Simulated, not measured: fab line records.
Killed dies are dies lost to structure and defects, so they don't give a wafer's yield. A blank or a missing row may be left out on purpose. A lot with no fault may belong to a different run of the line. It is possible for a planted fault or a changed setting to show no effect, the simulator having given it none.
Chamber matching -- flow nand_harc -- 3 sister chambers for NHARC_P_M1_PRE_CLEAN_32 on pecvd-03
The step time 12 s. 3 wafers are shown with their chamber, then 9 later ones without.

== WAFERS WITH THEIR CHAMBER ==
wafer,chamber,heater_power_w (W)
L087.5,2,731
L088.4,0,735
L088.5,1,764

== WAFERS MISSING THEIR CHAMBER ==
wafer,heater_power_w (W)
L089.1,729
L089.3,742
L089.4,734
L093.1,623
L093.3,674
L093.4,680
L095.1,687
L095.5,723
L095.6,659

== WHICH CHAMBER EACH ONE RAN IN ==
wafer,from the rows above,in truth
L089.1,can't be placed: 2 or 0 or 1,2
L089.3,can't be placed: 0 or 2 or 1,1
L089.4,can't be placed: 0 or 2 or 1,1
L093.1,can't be placed: 2 or 0 or 1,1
L093.3,can't be placed: 2 or 0 or 1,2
L093.4,can't be placed: 2 or 0 or 1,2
L095.1,can't be placed: 2 or 0 or 1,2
L095.5,can't be placed: 2 or 0 or 1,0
L095.6,can't be placed: 2 or 0 or 1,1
Correct placement for 0 of the 9. Can't be placed from these rows: 9 (the true chamber is among the candidates in 9). Placed wrongly: 0.
How it was worked out, from the rows above alone: a wafer's distance from a chamber is the root of the sum, over the readings, of the square of ((its reading less the chamber's mean) divided by the reading's scatter). If the next closest chamber is less than 2 further off than the closest, the wafer can't be placed; otherwise it belongs to the closest. A chamber's mean is the mean of its shown wafers. The scatter: root of mean squared gap, hidden wafer to nearest shown wafer, with one shown wafer a chamber.
